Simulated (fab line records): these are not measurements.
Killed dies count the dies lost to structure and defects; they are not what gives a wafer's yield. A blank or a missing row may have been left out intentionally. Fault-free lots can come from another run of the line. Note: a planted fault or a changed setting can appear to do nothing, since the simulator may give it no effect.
fab line records ; flow nand-harc
[record] lots = 7; wafers = 21; last-day = 33
route steps=1302 shown P_M1@313 P_M2@318 END@1302
lots that met no fault: from a run of the same line without faults
start-h: start of the lot's first displayed wafer, in hours after the record's first day ; wait-h: hours from the lot's prior step to this one ; " identical to the entry in the row above ; L1.1+2: several wafers, shown together as one row ; - no value present, or no start provided ; * or withheld: withheld ; < > ~ a bound
route shown NAME@n: names a module that has steps shown in the file, with the first one's number in the route ; usual: mean/standard deviation of fault-free wafers ; same: alike in all rows ; chamber/n: place in a boat ; sites: each site's reading ; _std_site: the values' standard deviation ; _edge_site: outer sites' mean less inner sites' ; radius-mm: for every site, how far away it sits from the centre of the wafer ; mask NAME#n: copy n ; behind: tool/chamber where the wafer was last shaped ; hold: why the lot went on hold/how many hours it stayed there/how the hold came to an end ; device: the n, p or np transistor that did not switch ; end of line: the tests these same wafers got at the end of their route ; for a step that has no rows: nothing shown but its recipe ; killed: dies that structure and defects cost at the first sort, which is not the same as the wafer's yield ; map: dies across one wafer; x = killed, . = not, _ = none there
set.NAME: the setting that was run; set.NAME@STEP: the one run at that earlier step ; model.NAME: the simulator's own value behind a step, which no gauge read
a table for each step, a row for each wafer; lots at some steps of the route
services: a tool's chamber out of use, with start hour (start-h, from the record's first day; less than 0 if before it), hours out, and reason
[[steps]]
[step NHARC_P_M1_SRD_25]
[step NHARC_P_M1_INSPECT_27]
[usual] raw-defect-count = 291/110
lot.wafer;tool;chamber;start-h;wait-h;raw-defect-count
L446.3;defect-inspect-02;-;190.44;0.0;306
L446.4;defect-inspect-02;-;190.44;0.0;398
L446.5;defect-inspect-02;-;190.44;0.0;185
L447.2;defect-inspect-02;-;202.96;0.0;353
L447.4;defect-inspect-02;-;202.96;0.0;433
L447.6;defect-inspect-02;-;202.96;0.0;460
L450.1;defect-inspect-01;-;234.29;0.0;610
L450.4;defect-inspect-01;-;234.29;0.0;297
L450.5;defect-inspect-01;-;234.29;0.0;356
L457.1;defect-inspect-01;-;298.32;0.0;292
L457.5;defect-inspect-01;-;298.32;0.0;236
L457.6;defect-inspect-01;-;298.32;0.0;245
L458.1;defect-inspect-01;-;315.24;0.0;269
L458.5;defect-inspect-01;-;315.24;0.0;202
L458.6;defect-inspect-01;-;315.24;0.0;260
L461.3;defect-inspect-01;-;332.46;0.0;295
L461.4;defect-inspect-01;-;332.46;0.0;657
L461.6;defect-inspect-01;-;332.46;0.0;300
L460.2;defect-inspect-02;-;333.52;0.0;394
L460.4;defect-inspect-02;-;333.52;0.0;277
L460.5;defect-inspect-02;-;333.52;0.0;181
[step NHARC_P_M1_PRE_CLEAN_32]
[recipe] time-s = 12; temp-c = 370; rf-power-w = 300; gas = NH3
[usual] heater-power-w = 616/54; rf-fwd-power-W = 292.6/0.85
lot.wafer;tool;chamber;start-h;wait-h;heater-power-w;rf-fwd-power-W
L446.3;pecvd-01;1;190.52;0.1;585;293.3
L446.5;pecvd-01;0;190.52;0.1;678;292.1
L446.4;pecvd-01;1;190.52;0.1;593;293.1
L447.2;pecvd-02;1;203.04;0.1;631;293.2
L447.6;pecvd-02;0;203.04;0.1;632;291.1
L447.4;pecvd-02;1;203.04;0.1;651;291.8
L450.1;pecvd-01;1;234.37;0.1;649;294.6
L450.5;pecvd-01;0;234.37;0.1;650;292.6
L450.4;pecvd-01;1;234.37;0.1;657;294.0
L457.1;pecvd-01;0;298.40;0.1;662;292.8
L457.6;pecvd-01;2;298.40;0.1;593;292.1
L457.5;pecvd-01;0;298.40;0.1;652;293.1
L458.1;pecvd-04;2;315.31;0.1;625;292.0
L458.6;pecvd-04;0;315.31;0.1;712;292.6
L458.5;pecvd-04;1;315.31;0.1;642;292.0
L461.3;pecvd-02;0;332.55;0.1;633;292.0
L461.4;pecvd-02;1;332.55;0.1;638;294.3
L461.6;pecvd-02;0;332.55;0.1;645;292.6
L460.2;pecvd-02;2;333.61;0.1;505;292.9
L460.4;pecvd-02;0;333.61;0.1;632;293.0
L460.5;pecvd-02;1;333.61;0.1;581;292.4
[step NHARC_P_M1_DEP_33]
[recipe] target-thk-a = 300; temp-c = 370; target-thk-nm = 30; pressure-torr = 3; flow-sccm = 200; rf-w = 450; material = SiCN
[usual] heater-power-w = 560/52; rf-fwd-power-W = 449.1/1.3
lot.wafer;tool;chamber;start-h;wait-h;heater-power-w;rf-fwd-power-W
L446.3;pecvd-01;1;190.63;0.1;556;449.9
L446.5;pecvd-01;0;190.63;0.1;657;447.0
L446.4;pecvd-01;1;190.63;0.1;566;447.7
L447.2;pecvd-02;1;203.15;0.1;572;447.3
L447.6;pecvd-02;0;203.15;0.1;548;448.1
L447.4;pecvd-02;1;203.15;0.1;573;449.2
L450.1;pecvd-01;1;234.48;0.1;542;451.3
L450.5;pecvd-01;0;234.48;0.1;665;449.5
L450.4;pecvd-01;1;234.48;0.1;556;451.1
L457.1;pecvd-01;0;298.51;0.1;615;452.3
L457.6;pecvd-01;2;298.51;0.1;455;446.1
L457.5;pecvd-01;0;298.51;0.1;616;451.8
L458.1;pecvd-04;2;315.39;0.1;641;449.0
L458.6;pecvd-04;0;315.39;0.1;675;450.5
L458.5;pecvd-04;1;315.39;0.1;571;447.0
L461.3;pecvd-02;0;332.69;0.1;486;448.4
L461.4;pecvd-02;1;332.69;0.1;562;449.8
L461.6;pecvd-02;0;332.69;0.1;486;450.2
L460.2;pecvd-02;2;333.75;0.1;550;450.2
L460.4;pecvd-02;0;333.75;0.1;521;448.4
L460.5;pecvd-02;1;333.75;0.1;504;447.6
[step NHARC_P_M2_DEP_00]
[recipe] target-thk-a = 1825; target-thk-nm = 182.5; temp-c = withheld; pressure-torr = 5; flow-sccm = 200; rf-w = 600; material = SiOC
[step NHARC_P_M2_DEHYDRATE_01]
[recipe] temp-c = 150; time-s = 120
[step NHARC_P_M2_HMDS_02]
[recipe] time-s = 30
[step NHARC_P_M2_COAT_34]
[recipe] temp-c = 200; time-s = 65
[step NHARC_P_M2_COAT_03]
[recipe] spin-rpm = 1500; resist-thk-nm = 90
[step NHARC_P_M2_SOFTBAKE_04]
[recipe] temp-c = 105; time-s = 55
[step NHARC_P_M2_EBR_05]
[step NHARC_P_M2_EXPOSE_06]
[recipe] na = 1.35; target-cd-nm = 170; dose-mj = 80.78; mask-id = P_M2
[usual] exposure-dose-mJ-cm2 = 80.78/0.083
lot.wafer;tool;chamber;start-h;wait-h;mask;exposure-dose-mJ-cm2
L446.3;arfi-scanner-03;0;191.71;-;P_M2#0;79.81
L446.4;arfi-scanner-03;0;191.71;-;P_M2#0;79.74
L446.5;arfi-scanner-03;0;191.71;-;P_M2#0;79.81
L447.2;arfi-scanner-03;0;204.09;-;P_M2#0;79.93
L447.4;arfi-scanner-03;0;204.09;-;P_M2#0;79.80
L447.6;arfi-scanner-03;0;204.09;-;P_M2#0;79.89
L450.1;arfi-scanner-03;0;235.75;-;P_M2#0;80.26
L450.4;arfi-scanner-03;0;235.75;-;P_M2#0;80.19
L450.5;arfi-scanner-03;0;235.75;-;P_M2#0;80.21
L457.1;arfi-scanner-02;0;299.57;-;P_M2#0;80.87
L457.5;arfi-scanner-02;0;299.57;-;P_M2#0;80.91
L457.6;arfi-scanner-02;0;299.57;-;P_M2#0;80.80
L458.1;arfi-scanner-01;0;316.50;-;P_M2#0;80.69
L458.5;arfi-scanner-01;0;316.50;-;P_M2#0;80.87
L458.6;arfi-scanner-01;0;316.50;-;P_M2#0;80.71
L461.3;arfi-scanner-01;0;333.72;-;P_M2#0;80.80
L461.4;arfi-scanner-01;0;333.72;-;P_M2#0;80.76
L461.6;arfi-scanner-01;0;333.72;-;P_M2#0;80.72
L460.2;arfi-scanner-02;0;334.77;-;P_M2#0;80.71
L460.4;arfi-scanner-02;0;334.77;-;P_M2#0;80.83
L460.5;arfi-scanner-02;0;334.77;-;P_M2#0;80.85
[step NHARC_P_M2_PEB_07]
[recipe] peb-temp-c = 100; peb-time-s = 65
[step NHARC_END_SORT_01]
[recipe] temp-c = 25
[usual] defect-limited-yield = 90/3.3; killed-at-array = 61/23; killed-at-other = 1.3/1.4; killed-at-periphery = 4.0/2.6; killed-dies = 66/22; killed-open = 3.4/1.8; killed-short = 2.3/1.4
[same] gross-dies = 677
lot.wafer;tool;chamber;start-h;wait-h;defect-limited-yield[%];killed-at-array;killed-at-other;killed-at-periphery;killed-dies;killed-open;killed-short
L446.3;prober-02;0;622.79;3.1;95;26;0;6;32;3;1
L446.4;prober-02;0;623.59;3.4;96;24;0;1;25;5;3
L446.5;prober-02;0;624.39;3.7;96;25;0;1;26;6;3
L447.2;prober-01;0;629.27;2.8;84;103;6;2;111;2;3
L447.4;prober-01;0;630.88;3.4;83;112;0;2;114;6;4
L447.6;prober-01;0;632.49;4.0;86;89;4;1;94;6;2
L458.1;prober-02;0;765.01;2.5;90;60;0;9;69;1;5
L458.5;prober-02;0;768.20;3.7;89;65;0;9;74;3;4
L458.6;prober-02;0;769.00;4.0;89;69;0;6;75;1;3
L461.3;prober-01;0;773.12;3.1;91;57;3;0;60;7;3
L461.4;prober-01;0;773.92;3.4;92;51;0;5;56;2;0
L461.6;prober-01;0;775.53;4.0;91;58;1;4;63;3;5
// killed by level:class
L446.3 A_CHANNEL_HOLE_D2:chamber-film-flake=10 P_ZERO_WELL:chamber-film-flake=4 A_CHANNEL_HOLE_D1:chamber-film-flake=4 A_CONTACT:chamber-film-flake=3 P_M0:geometric-particle:open=2 A_SLIT:chamber-film-flake=2 A_WL_FILL:chamber-film-flake=2 A_M1:chamber-film-flake=2
L446.4 A_CHANNEL_HOLE_D2:chamber-film-flake=10 A_CHANNEL_HOLE_D1:chamber-film-flake=3 A_CHANNEL_HOLE_D2:geometric-particle:open=2 A_ONON_D1:geometric-particle:short=1 A_DECK1_JOINT:geometric-particle:short=1 A_SLIT:geometric-particle:short=1 A_SLIT:geometric-particle:open=1 A_BLC:geometric-particle:open=1
L446.5 A_CHANNEL_HOLE_D2:chamber-film-flake=8 A_CHANNEL_FILL_D1:geometric-particle:short=2 A_CHANNEL_FILL_D2:geometric-particle:open=2 A_M0:geometric-particle:open=2 A_CHANNEL_HOLE_D1:chamber-film-flake=2 A_WL_FILL:chamber-film-flake=2 A_M1:chamber-film-flake=2 A_CHANNEL_FILL_D2:geometric-particle:short=1
L447.2 A_SLIT:chamber-film-flake=34 A_CHANNEL_HOLE_D2:chamber-film-flake=31 A_CHANNEL_HOLE_D1:chamber-film-flake=30 THIN_TSV:chamber-film-flake=6 A_CONTACT:chamber-film-flake=4 P_CONTACT:geometric-particle:short=1 A_CHANNEL_FILL_D1:geometric-particle:short=1 A_CHANNEL_FILL_D1:geometric-particle:open=1
L447.4 A_CHANNEL_HOLE_D2:chamber-film-flake=31 A_CHANNEL_HOLE_D1:chamber-film-flake=30 A_SLIT:chamber-film-flake=29 A_CONTACT:chamber-film-flake=8 A_ONON_D2:geometric-particle:short=2 A_WL_FILL:chamber-film-flake=2 P_M0:geometric-particle:open=1 A_ONON_D1:geometric-particle:open=1
L447.6 A_SLIT:chamber-film-flake=26 A_CHANNEL_HOLE_D1:chamber-film-flake=25 A_CHANNEL_HOLE_D2:chamber-film-flake=24 A_CONTACT:chamber-film-flake=4 A_WL_FILL:chamber-film-flake=3 THIN_TSV:chamber-film-flake=3 A_ONON_D1:geometric-particle:open=1 A_ONON_D1:geometric-particle:short=1
L458.1 A_SLIT:chamber-film-flake=23 A_CHANNEL_HOLE_D2:chamber-film-flake=18 A_CHANNEL_HOLE_D1:chamber-film-flake=9 P_CONTACT:chamber-film-flake=5 A_CONTACT:chamber-film-flake=3 A_ONON_D2:geometric-particle:short=2 P_STI:chamber-film-flake=2 A_CHANNEL_FILL_D1:chamber-film-flake=2
L458.5 A_SLIT:chamber-film-flake=25 A_CHANNEL_HOLE_D2:chamber-film-flake=20 A_CHANNEL_HOLE_D1:chamber-film-flake=9 P_CONTACT:chamber-film-flake=4 P_GATE:chamber-film-flake=2 A_ZERO_WELL:chamber-film-flake=2 A_CONTACT:chamber-film-flake=2 P_CONTACT:geometric-particle:open=1
L458.6 A_SLIT:chamber-film-flake=26 A_CHANNEL_HOLE_D2:chamber-film-flake=25 A_CHANNEL_HOLE_D1:chamber-film-flake=9 P_CONTACT:chamber-film-flake=4 A_CONTACT:chamber-film-flake=3 A_ONON_D2:geometric-particle:short=2 P_CONTACT:geometric-particle:short=1 A_DECK1_JOINT:geometric-particle:open=1
L461.3 A_CHANNEL_HOLE_D2:chamber-film-flake=20 A_CHANNEL_HOLE_D1:chamber-film-flake=12 A_SLIT:chamber-film-flake=5 A_CONTACT:chamber-film-flake=5 A_M1:chamber-film-flake=5 THIN_TSV:chamber-film-flake=3 A_STAIRCASE:geometric-particle:open=2 A_ONON_D1:geometric-particle:open=1
L461.4 A_CHANNEL_HOLE_D2:chamber-film-flake=26 A_CHANNEL_HOLE_D1:chamber-film-flake=9 A_SLIT:chamber-film-flake=9 A_M1:chamber-film-flake=4 P_GATE:chamber-film-flake=3 P_M0:geometric-particle:open=1 A_ONON_D1:geometric-particle:open=1 P_M0:chamber-film-flake=1
L461.6 A_CHANNEL_HOLE_D2:chamber-film-flake=32 A_CHANNEL_HOLE_D1:chamber-film-flake=7 A_SLIT:chamber-film-flake=6 A_M1:chamber-film-flake=3 A_ONON_D1:geometric-particle:short=2 A_CONTACT:chamber-film-flake=2 P_GATE:geometric-particle:short=1 P_GATE:geometric-particle:open=1
[[services]]
tool;chamber;start-h;hours;kind
pecvd-01;-;170.44;0.2;repair
arfi-scanner-01;-;176.67;3.1;repair
arfi-scanner-03;-;196.00;4.0;pm
arfi-scanner-01;-;210.07;1.5;repair
arfi-scanner-03;-;223.58;2.6;repair
pecvd-02;-;227.11;13.0;pm
pecvd-02;0;227.11;13.0;vent-cycle
pecvd-02;1;227.11;13.0;vent-cycle
pecvd-02;2;227.11;13.0;vent-cycle
arfi-scanner-02;-;231.23;1.4;repair
pecvd-01;0;236.77;17.1;repair
pecvd-02;0;240.11;-;clean
pecvd-02;1;240.11;-;clean
pecvd-02;2;240.11;-;clean
arfi-scanner-01;-;252.00;4.0;pm
pecvd-04;-;269.54;13.0;pm
arfi-scanner-02;-;277.75;0.4;repair
pecvd-04;1;285.51;4.9;repair
arfi-scanner-01;-;306.12;8.9;repair
pecvd-01;-;311.00;13.0;pm
pecvd-01;0;311.00;13.0;vent-cycle
pecvd-01;1;311.00;13.0;vent-cycle
arfi-scanner-02;-;312.00;4.0;pm
arfi-scanner-03;-;322.38;1.1;repair
[[key]]
[first-sign] step = NHARC_P_M2_EXPOSE_06; reading = exposure-dose-mJ-cm2; direction = down; sigmas = 9.9; usual = 80.78; struck = 79.96
effect none on later readings
met-at NHARC_P_M2_EXPOSE_06
struck-wafers L446.3,L446.4,L446.5,L447.2,L447.4,L447.6,L450.1,L450.4,L450.5
[loop-trim] step = NHARC_P_M2_EXPOSE_06; setting = dose; lots = L447,L450
[fault] kind = process-parameter-drift; tool = arfi-scanner-03; chamber = -; onset-h = 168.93; steps = NHARC_P_M2_EXPOSE_06; channel = dose-mj; offset = -0.97489; shape = step; acts-in = these-recipes-only; stated = 80.78
// loop-trim: a control loop set the setting to another value than it would have without faults
